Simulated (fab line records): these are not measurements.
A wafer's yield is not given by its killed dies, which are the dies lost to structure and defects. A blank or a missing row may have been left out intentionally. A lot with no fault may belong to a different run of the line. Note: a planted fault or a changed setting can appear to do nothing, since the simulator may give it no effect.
A lot that was struck, set against a sound lot | flow nand_harc | 13 out of 1302 route steps
Sound: these wafers, L932.1, L932.4, L932.5. Wafers struck: L934.1, L934.3, L934.4. At the end, the cause is stated.
For every step that has rows: the tool of each side, followed by ch and its chambers, followed by its first start. Under that, the readings that differ: sound wafers | struck wafers | difference of the means | sigmas: that difference in standard deviations of wafers without a fault.
alike: readings with means less than 2 such deviations apart, plus words and numbers identical on both sides. not compared: withheld readings, readings lacking a value on some wafer, bounds such as >300 that could conceal the same value, and numbers that have no deviation in the record and whose values overlap.
The two part at a step that has a row with sigmas, a row that says differs or no value, or rows on one side only. Non-overlapping numbers with no deviation appear without sigmas and do not part them. A reading that every wafer of one side lacks parts them only if that side has two wafers or more.

first, 1 step without rows for these wafers: NHARC_A_ONON_D2_DEP_19 (target thk 1000 nm).
NHARC_A_ONON_D2_THK_MEAS_21: measures by ellipsometry.
  sound: film_metro-02 at day 13 08:33; struck: film_metro-02 at day 14 01:53
  reading     | sound       | struck      | difference | sigmas
  thk_nm (nm) | 979 979 978 | 999 997 998 | +19        | +2
after that, 1 step with no rows for these wafers: NHARC_A_ONON_D2_DEP_22 (target thk 1000 nm).
NHARC_A_ONON_D2_THK_MEAS_24: measures by ellipsometry.
  sound: film_metro-02 at day 13 09:07; struck: film_metro-01 at day 14 02:27
  alike: thk_nm
after that, 1 step with no rows for these wafers: NHARC_A_ONON_D2_DEP_25 (target thk 1000 nm).
NHARC_A_ONON_D2_THK_MEAS_27: measures by ellipsometry.
  sound: film_metro-01 at day 13 09:40; struck: film_metro-01 at day 14 03:01
  alike: thk_nm
after that, 1 step with no rows for these wafers: NHARC_A_ONON_D2_DEP_28 (target thk 1000 nm).
NHARC_A_ONON_D2_THK_MEAS_30: measures by ellipsometry.
  sound: film_metro-02 at day 13 10:14; struck: film_metro-02 at day 14 03:35
  alike: thk_nm
NHARC_A_ONON_D2_DEP_33: deposits SiO2, target thk 200 nm.
  sound on pecvd-02 ch 0,1, day 13 10:20; struck on pecvd-04 ch 0,1,2, day 14 03:41
  alike: heater_power_w, rf_fwd_power_W, throttle_valve_pct
NHARC_A_ONON_D2_THK_MEAS_34: measures by ellipsometry.
  sound: film_metro-02 at day 13 10:43; struck: film_metro-01 at day 14 04:04
  reading     | sound             | struck            | difference | sigmas
  thk_nm (nm) | 201.1 203.2 206.4 | 194.7 195.5 203.2 | -5.8       | -2
NHARC_A_ONON_D2_INSPECT_32:
  sound: defect_inspect-02 at day 13 10:46; struck: defect_inspect-02 at day 14 04:08
  alike: raw_defect_count
NHARC_A_CHANNEL_HOLE_D2_DEP_00: deposits aC, target thk 3100 nm.
  sound on acl_dep-02 ch 0, day 13 20:44; struck on acl_dep-03 ch 0, day 14 15:29
  alike: throttle_valve_pct
NHARC_A_CHANNEL_HOLE_D2_DEP_01: deposits SiON, target thk 140 nm.
  sound on pecvd-01 ch 0,2, day 13 22:40; struck on pecvd-03 ch 0,1,2, day 14 17:31
  alike: heater_power_w, rf_fwd_power_W

## WHERE THEY PART
Earliest at NHARC_A_ONON_D2_THK_MEAS_21; latest, in this record, at NHARC_A_ONON_D2_THK_MEAS_34. Later steps at which nothing parts them and some readings are alike: NHARC_A_ONON_D2_INSPECT_32, NHARC_A_CHANNEL_HOLE_D2_DEP_00, NHARC_A_CHANNEL_HOLE_D2_DEP_01.

WHY: whatever the simulator had introduced
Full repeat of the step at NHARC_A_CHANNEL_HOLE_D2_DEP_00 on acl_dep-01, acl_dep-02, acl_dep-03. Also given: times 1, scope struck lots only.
